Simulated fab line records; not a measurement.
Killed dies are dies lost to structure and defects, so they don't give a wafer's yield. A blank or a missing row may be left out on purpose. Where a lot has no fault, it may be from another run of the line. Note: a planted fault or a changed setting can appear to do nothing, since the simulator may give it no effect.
fab line records	flow n5_finfet	part 1 of 2: steps 1 to 22 of 28
[record] lots = 5	wafers = 15	last_day = 17
route steps=1938 shown HKMG_FIN@417
lots untouched by any fault: they come from a run of this same line in which no faults occurred
start_h: the number of hours between the record's first day and the start of the first shown wafer of the lot	wait_h: hours from the lot's prior step to this one	" as in the row above	L1.1+2: a single row standing in for several wafers	- no value present, or no start provided	* or withheld: withheld	< > ~ a bound
route shown NAME@n: NAME is a module with steps in the file, n the number in the route of the first one	usual: average and standard deviation across the fault-free wafers	same: alike in all rows	chamber/n: place in a boat	sites: per-site readings	_std_site: standard deviation across them	_edge_site: inner sites' mean taken away from outer sites' mean	radius_mm: for every site, how far away it sits from the centre of the wafer	mask NAME#n: copy n	behind: tool/chamber where the wafer was last shaped	hold: why the lot was held/for how many hours/how that ended	device: names the non-switching transistor (n, p or np)	end of line: the tests these same wafers got at the end of their route	a step given without rows: its recipe and nothing more	killed: count of dies lost to structure and defects at first sort (not the wafer's yield)	map: per-die view of a wafer (x killed, . not killed, _ where there is no die)
set.NAME: the setting as run; set.NAME@STEP: as run at that earlier step	model.NAME: the simulator's own value behind a step, which no gauge read
lots at selected steps of the route; one table per step, one row per wafer
services: from which hour (start_h, from the record's first day; less than 0 if before it) a tool's chamber was out of use, for how many hours, and why
[[steps]]
[step N5_HKMG_FIN_WET_ETCH_81]
[recipe] chemistry = SC1	target = TiN	stop_on = HfO2	mix = 1:1:5	temp_c = 60	time_s = 57	target_depth_nm = 6
[usual] bath_heat_duty_pct = 9.9/1.2
lot.wafer	tool	chamber	start_h	wait_h	bath_heat_duty_pct
L078.2	wet_bench-06	1	104.57	0.0	12.3
L078.4	"	6	"	"	9.2
L078.5	"	7	"	"	8.7
L080.3	wet_bench-02	1	110.64	0.0	10.2
L080.5	"	6	"	"	9.9
L080.6	"	7	"	"	9.3
L083.1	wet_bench-06	0	127.09	0.0	11.6
L083.2	"	2	"	"	10.6
L083.6	"	6	"	"	10.5
L084.1	wet_bench-02	2	135.94	0.0	11.0
L084.2	"	4	"	"	9.6
L084.5	"	0	"	"	8.1
L097.2	wet_bench-02	0	211.01	0.0	8.8
L097.4	"	7	"	"	8.8
L097.6	"	1	"	"	9.3
[step N5_HKMG_FIN_WET_ETCH_82]
[recipe] chemistry = dHCl	mix = 1:10000	temp_c = 25	target = La2O3	stop_on = HfO2	target_depth_nm = 2	dry = ipa_marangoni	rinse_time_s = 30	rinse_temp_c = 23
[usual] bath_heat_duty_pct = 6.2/0.81
lot.wafer	tool	chamber	start_h	wait_h	bath_heat_duty_pct
L078.2	wet_bench-06	1	104.60	0.0	7.2
L078.4	"	6	"	"	6.6
L078.5	"	7	"	"	4.7
L080.3	wet_bench-02	1	110.68	0.0	6.2
L080.5	"	6	"	"	5.2
L080.6	"	7	"	"	5.4
L083.1	wet_bench-06	0	127.12	0.0	6.9
L083.2	"	2	"	"	6.4
L083.6	"	6	"	"	5.5
L084.1	wet_bench-02	2	135.98	0.0	6.1
L084.2	"	4	"	"	5.8
L084.5	"	0	"	"	4.5
L097.2	wet_bench-02	0	211.05	0.0	4.6
L097.4	"	7	"	"	6.0
L097.6	"	1	"	"	5.3
[step N5_HKMG_FIN_ALD_36]
[recipe] material = TiN	target_thk_a = 10	temp_c = 400	ald_precursor_family = TiCl4	ald_co_reactant = NH3	pulse_time_s = 1	purge_time_s = 3	co_reactant_purge_time_s = 2	co_reactant_pulse_time_s = 2	ald_cycles = 47	pressure_torr = 3
[usual] heater_power_w = 928/88	precursor_pulse_height_rel = 1.003/0.02
lot.wafer	tool	chamber	start_h	wait_h	heater_power_w	precursor_pulse_height_rel
L078.2	ald_metal-04	3	104.66	0.0	976	1.015
L078.4	"	0	"	"	902	0.959
L078.5	"	0	"	"	907	1.065
L080.3	ald_metal-02	2	110.74	0.0	908	0.991
L080.5	"	1	"	"	951	0.990
L080.6	"	2	"	"	865	1.017
L083.1	ald_metal-01	1	127.18	0.0	910	1.053
L083.2	"	3	"	"	920	0.990
L083.6	"	2	"	"	804	1.024
L084.1	ald_metal-04	0	136.04	0.0	909	1.002
L084.2	"	1	"	"	899	0.977
L084.5	"	2	"	"	898	1.004
L097.2	ald_metal-04	1	211.11	0.0	871	1.005
L097.4	"	0	"	"	922	1.001
L097.6	"	3	"	"	987	1.002
[step N5_HKMG_FIN_THK_MEAS_70]
[recipe] thk_meas_gauge = xrf	reads = HfO2_of_HKMG_FIN_HK_ALD_01
[usual] HK_THK = 1.606/0.019
lot.wafer	tool	chamber	start_h	wait_h	HK_THK[nm]
L078.2	film_metro-02	-	104.95	0.2	1.572
L078.4	"	-	"	"	1.605
L078.5	"	-	"	"	1.588
L080.3	film_metro-01	-	111.02	0.2	1.635
L080.5	"	-	"	"	1.627
L080.6	"	-	"	"	1.642
L083.1	film_metro-02	-	127.46	0.2	1.565
L083.2	"	-	"	"	1.589
L083.6	"	-	"	"	1.589
L084.1	film_metro-01	-	136.32	0.2	1.618
L084.2	"	-	"	"	1.603
L084.5	"	-	"	"	1.612
L097.2	film_metro-02	-	211.39	0.2	1.601
L097.4	"	-	"	"	1.588
L097.6	"	-	"	"	1.629
[step N5_HKMG_FIN_PWFM_ALD_03]
[recipe] material = TiN	target_thk_a = 20	temp_c = 400	ald_precursor_family = TiCl4	ald_co_reactant = NH3	pulse_time_s = 1	purge_time_s = 3	co_reactant_purge_time_s = 2	co_reactant_pulse_time_s = 2	ald_cycles = 91	pressure_torr = 3
[usual] heater_power_w = 924/93	precursor_pulse_height_rel = 0.998/0.019
lot.wafer	tool	chamber	start_h	wait_h	heater_power_w	precursor_pulse_height_rel
L078.2	ald_metal-01	0	104.98	0.0	949	1.017
L078.4	"	2	"	"	843	0.971
L078.5	"	0	"	"	964	0.993
L080.3	ald_metal-04	3	111.05	0.0	966	0.998
L080.5	"	0	"	"	917	0.986
L080.6	"	3	"	"	959	1.016
L083.1	ald_metal-04	0	127.50	0.0	879	1.013
L083.2	"	2	"	"	872	1.001
L083.6	"	0	"	"	905	1.004
L084.1	ald_metal-02	2	136.36	0.0	871	1.012
L084.2	"	1	"	"	917	0.978
L084.5	"	2	"	"	885	0.998
L097.2	ald_metal-01	2	211.42	0.0	835	0.975
L097.4	"	1	"	"	905	0.974
L097.6	"	0	"	"	963	1.019
[step N5_HKMG_FIN_COAT_29]
[recipe] resist = SOC	temp_c = 250	time_s = 60	spin_rpm = 1500	resist_thk_nm = 300
lot.wafer	tool	chamber	start_h	wait_h
L078.2+4+5	litho_track-03	0	105.45	0.2
L080.3+5+6	litho_track-02	0	111.52	0.2
L083.1+2+6	litho_track-04	0	127.97	0.2
L084.1+2+5	litho_track-02	0	136.83	0.2
L097.2+4+6	litho_track-02	0	211.89	0.2
[step N5_HKMG_FIN_COAT_30]
[recipe] resist = SiARC	temp_c = 220	time_s = 60	spin_rpm = 1500	resist_thk_nm = 35
lot.wafer	tool	chamber	start_h	wait_h
L078.2+4+5	litho_track-03	0	-	-
L080.3+5+6	litho_track-02	0	-	-
L083.1+2+6	litho_track-04	0	-	-
L084.1+2+5	litho_track-02	0	-	-
L097.2+4+6	litho_track-02	0	-	-
[step N5_HKMG_FIN_COAT_06]
[recipe] resist = CAR-ArF	spin_rpm = 1500	resist_thk_nm = 90
lot.wafer	tool	chamber	start_h	wait_h
L078.2+4+5	litho_track-03	0	-	-
L080.3+5+6	litho_track-02	0	-	-
L083.1+2+6	litho_track-04	0	-	-
L084.1+2+5	litho_track-02	0	-	-
L097.2+4+6	litho_track-02	0	-	-
[step N5_HKMG_FIN_EBR_08]
[recipe] solvent = PGMEA	ebr_width_mm = 1.5
lot.wafer	tool	chamber	start_h	wait_h
L078.2+4+5	litho_track-03	0	-	-
L080.3+5+6	litho_track-02	0	-	-
L083.1+2+6	litho_track-04	0	-	-
L084.1+2+5	litho_track-02	0	-	-
L097.2+4+6	litho_track-02	0	-	-
[step N5_HKMG_FIN_SOFTBAKE_07]
[recipe] temp_c = 110	time_s = 60	resist = CAR-ArF
lot.wafer	tool	chamber	start_h	wait_h
L078.2+4+5	litho_track-03	0	-	-
L080.3+5+6	litho_track-02	0	-	-
L083.1+2+6	litho_track-04	0	-	-
L084.1+2+5	litho_track-02	0	-	-
L097.2+4+6	litho_track-02	0	-	-
[step N5_HKMG_FIN_EXPOSE_09]
[recipe] mask_id = NWFM	na = 1.35	source_shape = conventional	sigma_outer = 0.8	polarization = unpolarized	dose_mj = 39.25
lot.wafer	tool	chamber	start_h	wait_h	mask
L078.2+4+5	arfi_scanner-03	0	105.58	-	NWFM#0
L080.3+5+6	arfi_scanner-01	0	111.65	-	NWFM#0
L083.1+2+6	arfi_scanner-02	0	128.21	-	NWFM#0
L084.1+2+5	arfi_scanner-02	0	136.94	-	NWFM#0
L097.2+4+6	arfi_scanner-01	0	212.02	-	NWFM#0
[step N5_HKMG_FIN_PEB_10]
[recipe] peb_temp_c = withheld	peb_time_s = 60	resist = CAR-ArF
lot.wafer	tool	chamber	start_h	wait_h
L078.2+4+5	litho_track-04	0	105.63	0.0
L080.3+5+6	litho_track-03	0	111.70	0.0
L083.1+2+6	litho_track-04	0	128.27	0.1
L084.1+2+5	litho_track-02	0	137.00	0.1
L097.2+4+6	litho_track-04	0	212.07	0.0
[step N5_HKMG_FIN_DEVELOP_11]
[recipe] develop_time_s = 30	developer = TMAH	resist = CAR-ArF	dev_temp_c = 23	rinse_liquid = diw	dry = air_spin
lot.wafer	tool	chamber	start_h	wait_h
L078.2+4+5	litho_track-04	0	-	-
L080.3+5+6	litho_track-03	0	-	-
L083.1+2+6	litho_track-04	0	-	-
L084.1+2+5	litho_track-02	0	-	-
L097.2+4+6	litho_track-04	0	-	-
[step N5_HKMG_FIN_CD_MEAS_12]
[recipe] target_cd_nm = 92.8	landing_energy_ev = 500	detector = se_inlens
[usual] cd_nm = 92.6/0.74
lot.wafer	tool	chamber	start_h	wait_h	cd_nm
L078.2	cd_sem-01	0	105.70	-	93.3
L078.4	"	0	"	"	92.5
L078.5	"	0	"	"	93.9
L080.3	cd_sem-03	0	111.77	-	92.3
L080.5	"	0	"	"	92.3
L080.6	"	0	"	"	92.1
L083.1	cd_sem-01	0	128.34	-	94.3
L083.2	"	0	"	"	92.6
L083.6	"	0	"	"	93.2
L084.1	cd_sem-02	0	137.07	-	91.1
L084.2	"	0	"	"	91.4
L084.5	"	0	"	"	92.5
L097.2	cd_sem-01	0	212.14	-	93.7
L097.4	"	0	"	"	93.6
L097.6	"	0	"	"	93.3
[step N5_HKMG_FIN_OVL_MEAS_13]
[recipe] points_per_wafer = 44
[usual] NWFM_OVL = 0.3/0.6
lot.wafer	tool	chamber	start_h	wait_h	NWFM_OVL[nm]
L078.2	overlay-02	0	105.73	0.0	-0.1
L078.4	"	0	"	"	0.5
L078.5	"	0	"	"	0.9
L080.3	overlay-01	0	111.80	0.0	-0.5
L080.5	"	0	"	"	-0.1
L080.6	"	0	"	"	-0.2
L083.1	overlay-02	0	128.37	0.0	1.4
L083.2	"	0	"	"	1.1
L083.6	"	0	"	"	0.2
L084.1	overlay-01	0	137.10	0.0	-0.3
L084.2	"	0	"	"	0.2
L084.5	"	0	"	"	-0.3
L097.2	overlay-02	0	212.19	0.1	0.9
L097.4	"	0	"	"	0.6
L097.6	"	0	"	"	1.5
[step N5_HKMG_FIN_INSPECT_14]
[recipe] mode = adi	inspect_instrument = macro
[usual] raw_defect_count = 2.1/1.6
lot.wafer	tool	chamber	start_h	wait_h	raw_defect_count
L078.2	defect_inspect-01	-	105.75	0.0	1
L078.4	"	-	"	"	1
L078.5	"	-	"	"	2
L080.3	defect_inspect-02	-	111.82	0.0	3
L080.5	"	-	"	"	4
L080.6	"	-	"	"	2
L083.1	defect_inspect-01	-	128.39	0.0	1
L083.2	"	-	"	"	7
L083.6	"	-	"	"	2
L084.1	defect_inspect-02	-	137.12	0.0	3
L084.2	"	-	"	"	4
L084.5	"	-	"	"	3
L097.2	defect_inspect-01	-	212.21	0.0	3
L097.4	"	-	"	"	3
L097.6	"	-	"	"	1
[step N5_HKMG_FIN_DESCUM_17]
[recipe] chemistry = O2	time_s = 7.9	source_power_w = 50	bias_power_w = 20	pressure_mtorr = 20	rf_frequency_hz = 2.712e+07	temp_c = 40	resist = CAR-ArF	o2_flow_sccm = 225
[usual] chamber_pressure_mTorr = 19.999/0.017	drypump_motor_current_A = 5.8/0.47	oes_product_au = 0.78/0.061	rf_vpp_V = 243.7/1.2	showerhead_plenum_p_Torr = 2.13/0.048	throttle_valve_pct = 20.53/0.25
lot.wafer	tool	chamber	start_h	wait_h	chamber_pressure_mTorr	drypump_motor_current_A	oes_product_au	rf_hours_counter_h	rf_vpp_V	showerhead_plenum_p_Torr	throttle_valve_pct
L078.2	rie_diel-05	3	106.25	0.5	20.022	5.4	0.85	64	246.0	2.24	20.34
L078.4	"	1	"	"	19.996	6.2	0.87	55	242.3	2.13	20.56
L078.5	"	3	"	"	20.012	5.5	0.86	-	244.7	2.24	20.34
L080.3	rie_diel-05	0	111.99	0.2	20.002	5.5	0.82	93	242.6	2.12	20.67
L080.5	"	3	"	"	19.995	5.5	0.84	-	245.6	2.24	20.37
L080.6	"	0	"	"	20.007	5.5	0.81	-	243.3	2.12	20.66
L083.1	rie_diel-06	2	128.43	0.0	19.994	5.5	0.80	95	242.6	2.10	20.21
L083.2	"	3	"	"	20.006	5.7	0.84	70	244.0	2.13	20.58
L083.6	"	2	"	"	19.978	5.5	0.80	-	242.6	2.10	20.21
L084.1	rie_diel-02	0	137.16	0.0	20.021	6.6	0.89	44	245.8	2.20	20.34
L084.2	"	1	"	"	20.035	6.2	0.70	214	241.9	2.06	20.15
L084.5	"	0	"	"	19.984	6.5	0.90	-	246.5	2.20	20.33
L097.2	rie_diel-05	2	212.25	0.0	19.983	4.9	0.73	197	245.7	2.17	20.17
L097.4	"	0	"	"	20.020	5.5	0.77	132	243.4	2.10	20.73
L097.6	"	3	"	"	20.020	5.5	0.81	-	244.7	2.22	20.41
[step N5_HKMG_FIN_ETCH_31]
[recipe] chemistry = CF4	target = SiARC	target_depth_a = 455	mask_material = CAR-ArF	time_s = 75.8	ion_energy_ev = 80	pressure_mtorr = 40	source_w = 545	bias_w = 36	Ar_flow_sccm = 100	cf4_flow_sccm = 100	ends = cleared
[usual] cf4_flow_sccm = 100.04/0.25	chamber_pressure_mTorr = 40.00/0.037	drypump_motor_current_A = 5.8/0.47	etch_rf_on_time_s = 75.1/1.2	mfc_ar_sccm = 100.0/0.32	oes_product_au = 0.67/0.05	rf_vpp_V = 184.6/0.91	showerhead_plenum_p_Torr = 2.18/0.04	throttle_valve_pct = 15.67/0.2
lot.wafer	tool	chamber	start_h	wait_h	cf4_flow_sccm	chamber_pressure_mTorr	drypump_motor_current_A	etch_rf_on_time_s	mfc_ar_sccm	oes_product_au	rf_hours_counter_h	rf_vpp_V	showerhead_plenum_p_Torr	throttle_valve_pct
L078.2	rie_diel-05	3	106.28	0.0	100.34	40.05	5.5	76.2	100.3	0.71	64	184.8	2.25	15.32
L078.4	"	1	"	"	99.61	40.02	6.2	74.8	100.1	0.74	55	182.7	2.18	15.65
L078.5	"	3	"	"	100.43	40.01	5.5	75.3	99.6	0.73	-	185.7	2.25	15.33
L080.3	rie_diel-05	0	112.03	0.0	100.29	40.01	5.5	73.1	99.7	0.69	93	184.8	2.16	15.80
L080.5	"	3	"	"	100.47	40.00	5.5	75.5	99.9	0.73	-	185.5	2.25	15.33
L080.6	"	0	"	"	100.22	39.98	5.5	73.0	99.6	0.71	-	184.3	2.16	15.81
L083.1	rie_diel-06	2	128.46	0.0	100.36	39.98	5.5	75.0	99.9	0.69	95	183.5	2.16	15.48
L083.2	"	3	"	"	100.25	40.01	5.7	74.7	99.9	0.72	70	184.3	2.17	15.67
L083.6	"	2	"	"	100.06	39.95	5.5	74.5	100.0	0.69	-	184.0	2.16	15.48
L084.1	rie_diel-02	0	137.19	0.0	99.97	40.05	6.5	74.6	100.3	0.76	44	185.6	2.25	15.53
L084.2	"	1	"	"	99.96	39.98	6.3	76.5	99.8	0.61	214	184.2	2.12	15.45
L084.5	"	0	"	"	99.96	40.05	6.5	74.6	99.8	0.75	-	185.7	2.25	15.54
L097.2	rie_diel-05	2	212.28	0.0	99.88	40.03	4.9	77.3	99.8	0.62	197	185.0	2.21	15.43
L097.4	"	0	"	"	100.43	40.00	5.5	72.9	99.8	0.66	132	183.0	2.15	15.89
L097.6	"	3	"	"	100.02	40.04	5.4	75.2	99.5	0.69	-	184.3	2.24	15.40
[step N5_HKMG_FIN_ETCH_32]
[recipe] chemistry = N2/H2	target = SOC	target_depth_a = 2400	temp_c = 40	time_s = 300	ion_energy_ev = 200	mask_material = SiARC	pressure_mtorr = 30	source_w = 840	bias_w = 150	n2_flow_sccm = 200	h2_flow_sccm = 200
[usual] chamber_pressure_mTorr = 30.000/0.029	drypump_motor_current_A = 5.8/0.47	oes_product_au = 0.78/0.061	rf_vpp_V = 525.1/1.8	showerhead_plenum_p_Torr = 2.59/0.056	throttle_valve_pct = 17.90/0.2
lot.wafer	tool	chamber	start_h	wait_h	chamber_pressure_mTorr	drypump_motor_current_A	oes_product_au	rf_hours_counter_h	rf_vpp_V	showerhead_plenum_p_Torr	throttle_valve_pct
L078.2	rie_diel-05	3	106.34	0.0	29.977	5.5	0.84	64	527.6	2.68	17.55
L078.4	"	1	"	"	30.058	6.2	0.88	55	526.4	2.58	17.93
L078.5	"	3	"	"	29.996	5.5	0.85	-	527.9	2.68	17.57
L080.3	rie_diel-05	0	112.08	0.0	30.002	5.5	0.82	94	523.5	2.55	17.85
L080.5	"	3	"	"	29.978	5.5	0.85	-	527.1	2.67	17.56
L080.6	"	0	"	"	29.963	5.5	0.82	-	525.3	2.55	17.87
L083.1	rie_diel-06	2	128.52	0.0	30.032	5.5	0.79	95	525.2	2.57	17.75
L083.2	"	3	"	"	30.033	5.7	0.85	70	522.9	2.57	17.91
L083.6	"	2	"	"	30.000	5.5	0.79	-	524.5	2.57	17.75
L084.1	rie_diel-02	0	137.25	0.0	30.019	6.5	0.88	44	527.2	2.72	17.97
L084.2	"	1	"	"	30.004	6.3	0.71	214	523.3	2.53	17.73
L084.5	"	0	"	"	29.981	6.6	0.88	-	527.9	2.72	17.97
L097.2	rie_diel-05	2	212.34	0.0	29.997	4.9	0.72	197	525.8	2.64	17.67
L097.4	"	0	"	"	29.984	5.5	0.78	132	524.6	2.54	17.91
L097.6	"	3	"	"	30.029	5.5	0.79	-	528.7	2.66	17.62
[step N5_HKMG_FIN_STRIP_33]
[recipe] chemistry = N2/H2	temp_c = 40	n2_flow_sccm = 200	h2_flow_sccm = 200	rf_frequency_hz = 6e+07
lot.wafer	tool	chamber	start_h	wait_h
L078.2+4+5	rie_diel-05	3,1,3	106.52	0.1
L080.3+5+6	rie_diel-05	0,3,0	112.27	0.1
L083.1+2+6	rie_diel-06	2,3,2	128.70	0.1
L084.1+2+5	rie_diel-02	0,1,0	137.43	0.1
L097.2+4+6	rie_diel-05	2,0,3	212.52	0.1
[step N5_HKMG_FIN_STRIP_34]
[recipe] chemistry = CF4	resist = SiARC	power_w = 300	bias_power_w = 75	pressure_mtorr = 50	cf4_flow_sccm = 150	rf_frequency_hz = 6e+07
[usual] cf4_flow_sccm = 150.0/0.43	chamber_pressure_mTorr = 50.01/0.049	drypump_motor_current_A = 5.8/0.47	oes_product_au = 0.77/0.054	rf_vpp_V = 271.8/1.2	showerhead_plenum_p_Torr = 1.82/0.036	throttle_valve_pct = 13.63/0.2
lot.wafer	tool	chamber	start_h	wait_h	cf4_flow_sccm	chamber_pressure_mTorr	drypump_motor_current_A	oes_product_au	rf_hours_counter_h	rf_vpp_V	showerhead_plenum_p_Torr	throttle_valve_pct
L078.2	rie_diel-05	3	106.53	0.0	150.0	49.94	5.5	0.84	64	274.1	1.89	13.29
L078.4	"	1	"	"	149.7	50.04	6.2	0.85	55	272.9	1.82	13.52
L078.5	"	3	"	"	150.5	49.97	5.5	0.84	-	273.4	1.89	13.29
L080.3	rie_diel-05	0	112.28	0.0	149.5	50.03	5.5	0.79	94	273.0	1.80	13.72
L080.5	"	3	"	"	150.5	49.98	5.5	0.84	-	273.3	1.89	13.30
L080.6	"	0	"	"	149.4	49.92	5.5	0.79	-	271.6	1.81	13.74
L083.1	rie_diel-06	2	128.71	0.0	150.2	50.02	5.5	0.79	96	272.9	1.81	13.46
L083.2	"	3	"	"	149.9	50.02	5.7	0.84	70	271.9	1.81	13.56
L083.6	"	2	"	"	150.2	49.97	5.5	0.79	-	271.4	1.81	13.47
L084.1	rie_diel-02	0	137.44	0.0	150.4	50.00	6.5	0.86	44	273.7	1.89	13.48
L084.2	"	1	"	"	150.1	50.03	6.3	0.71	214	270.1	1.77	13.47
L084.5	"	0	"	"	150.4	50.03	6.5	0.86	-	274.1	1.89	13.49
L097.2	rie_diel-05	2	212.53	0.0	149.7	50.04	4.9	0.72	197	271.5	1.85	13.46
L097.4	"	0	"	"	150.2	50.01	5.5	0.74	132	270.4	1.79	13.82
L097.6	"	3	"	"	150.2	50.00	5.5	0.80	-	273.5	1.88	13.39
[step N5_HKMG_FIN_ETCH_35]
[recipe] chemistry = N2/H2	target = SOC	target_depth_a = 2158	ion_energy_ev = 65	bias_w = 5	source_w = 3000	time_s = 243.4	pressure_mtorr = 30	n2_flow_sccm = 200	h2_flow_sccm = 200
[usual] chamber_pressure_mTorr = 30.00/0.03	drypump_motor_current_A = 5.8/0.47	oes_product_au = 0.78/0.06	rf_vpp_V = 141.9/0.94	showerhead_plenum_p_Torr = 2.58/0.056	throttle_valve_pct = 17.91/0.2
lot.wafer	tool	chamber	start_h	wait_h	chamber_pressure_mTorr	drypump_motor_current_A	oes_product_au	rf_hours_counter_h	rf_vpp_V	showerhead_plenum_p_Torr	throttle_valve_pct
L078.2	rie_diel-05	3	106.55	0.0	29.96	5.5	0.85	64	142.5	2.68	17.57
L078.4	"	1	"	"	30.01	6.2	0.87	55	141.2	2.58	17.95
L078.5	"	3	"	"	30.05	5.5	0.84	-	142.8	2.68	17.56
L080.3	rie_diel-05	0	112.30	0.0	30.00	5.5	0.81	94	141.0	2.55	17.86
L080.5	"	3	"	"	30.05	5.5	0.85	-	143.0	2.67	17.59
L080.6	"	0	"	"	29.99	5.5	0.82	-	141.3	2.55	17.87
L083.1	rie_diel-06	2	128.73	0.0	30.01	5.5	0.80	96	143.3	2.57	17.75
L083.2	"	3	"	"	29.97	5.7	0.85	70	142.1	2.57	17.91
L083.6	"	2	"	"	30.05	5.5	0.80	-	142.1	2.57	17.76
L084.1	rie_diel-02	0	137.46	0.0	29.99	6.5	0.87	44	144.1	2.72	17.98
L084.2	"	1	"	"	29.98	6.3	0.70	214	141.3	2.53	17.74
L084.5	"	0	"	"	30.02	6.5	0.88	-	142.4	2.72	17.98
L097.2	rie_diel-05	2	212.55	0.0	30.01	4.9	0.72	197	141.2	2.64	17.68
L097.4	"	0	"	"	30.03	5.5	0.78	132	141.0	2.54	17.94
L097.6	"	3	"	"	30.02	5.5	0.81	-	142.4	2.66	17.64
